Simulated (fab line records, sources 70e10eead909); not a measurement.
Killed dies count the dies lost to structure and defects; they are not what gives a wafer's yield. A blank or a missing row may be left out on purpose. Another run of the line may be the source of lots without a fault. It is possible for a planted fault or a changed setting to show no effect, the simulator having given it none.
Matching of chambers | flow nand-harc | NHARC_A_STAIRCASE_ALD_415 on ald-hk-02 has 4 sister chambers
The step deposits SiO2, target thk 30 nm, pulse time 6 s, ald cycles 300. 7 wafers are shown with their chamber, then 9 later ones without.

WAFERS PAIRED WITH THEIR CHAMBERS
wafer  | chamber | heater-power-w (W) | precursor-pulse-height-rel
L081.2 | 1       | 429                | 1.024
L084.1 | 1       | 429                | 0.993
L083.1 | 3       | 468                | 1.017
L083.6 | 3       | 473                | 0.977
L087.2 | 2       | 439                | 0.992
L087.4 | 0       | 454                | 0.948
L087.6 | 2       | 439                | 0.998

WAFERS WHOSE CHAMBER IS MISSING
wafer  | heater-power-w (W) | precursor-pulse-height-rel
L091.2 | 445                | 1.036
L091.3 | 451                | 1.027
L091.5 | 441                | 0.987
L096.2 | 447                | 0.997
L096.5 | 447                | 1.003
L096.6 | 427                | 0.997
L097.1 | 436                | 0.978
L097.2 | 446                | 1.004
L097.5 | 445                | 0.998

THE CHAMBER EACH PASSED THROUGH
wafer  | from the rows above     | in truth
L091.2 | 2                       | 2
L091.3 | 0                       | 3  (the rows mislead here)
L091.5 | 2                       | 2
L096.2 | can't be placed: 2 or 0 | 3
L096.5 | can't be placed: 2 or 0 | 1
L096.6 | 1                       | 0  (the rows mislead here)
L097.1 | 2                       | 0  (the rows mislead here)
L097.2 | can't be placed: 2 or 0 | 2
L097.5 | 2                       | 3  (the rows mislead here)
Correct placement for 2 of the 9. Not placeable from these rows: 3 (in 1, the candidates include the true chamber). Number placed wrongly: 4.
How it was worked out, from the rows above alone: a wafer's distance from a chamber is the root of the sum, over the readings, of the square of ((its reading less the chamber's mean) divided by the reading's scatter). If the next closest chamber is less than 2 further off than the closest, the wafer can't be placed; otherwise it belongs to the closest. Each chamber's mean is taken over the wafers shown for it. The scatter is the square root of a quotient: the sum, over the shown wafers, of each reading's squared deviation from its chamber's mean, divided by wafers minus chambers.
